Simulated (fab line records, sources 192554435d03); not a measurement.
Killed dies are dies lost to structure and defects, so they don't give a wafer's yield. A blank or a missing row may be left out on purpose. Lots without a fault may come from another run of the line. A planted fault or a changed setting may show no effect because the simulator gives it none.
Chamber matching | flow n5_finfet | N5_GATE_CUT_CMP_43 on cmp-02: 4 sister chambers
The step polishes SiO2. 4 wafers are shown with their chamber, then 7 later ones without.

WAFERS WITH THEIR CHAMBER
wafer  | chamber | motor_current_A (A)
L082.4 | 0       | 12.5
L089.4 | 1       | 10.4
L089.5 | 2       | 11.0
L091.5 | 3       | 12.5

WAFERS WITHOUT THEIR CHAMBER
wafer  | motor_current_A (A)
L091.6 | 11.6
L096.1 | 11.3
L096.4 | 10.0
L096.5 | 10.2
L097.1 | 11.4
L097.3 | 11.7
L097.6 | 12.2

WHICH CHAMBER EACH WENT THROUGH
wafer  | from the rows above               | in truth
L091.6 | can't be placed: 2 or 0 or 3 or 1 | 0
L096.1 | can't be placed: 2 or 1           | 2
L096.4 | can't be placed: 1 or 2           | 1
L096.5 | can't be placed: 1 or 2           | 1
L097.1 | can't be placed: 2 or 1 or 0 or 3 | 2
L097.3 | can't be placed: 2 or 0 or 3 or 1 | 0
L097.6 | can't be placed: 0 or 3           | 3
Placed correctly: 0 of 7. Can't be placed from these rows: 7 (the true chamber is among the candidates in 7). Placed wrongly: 0.
How it was worked out, from the rows above alone: a wafer's distance from a chamber is the root of the sum, over the readings, of the square of ((its reading less the chamber's mean) divided by the reading's scatter). The wafer belongs to the nearest chamber; if the next one is less than 2 further off, it can't be placed. A chamber's mean is the mean of its shown wafers. The scatter: with one shown wafer a chamber, the root of the mean of the squares of how far each hidden wafer lies from its nearest shown one.
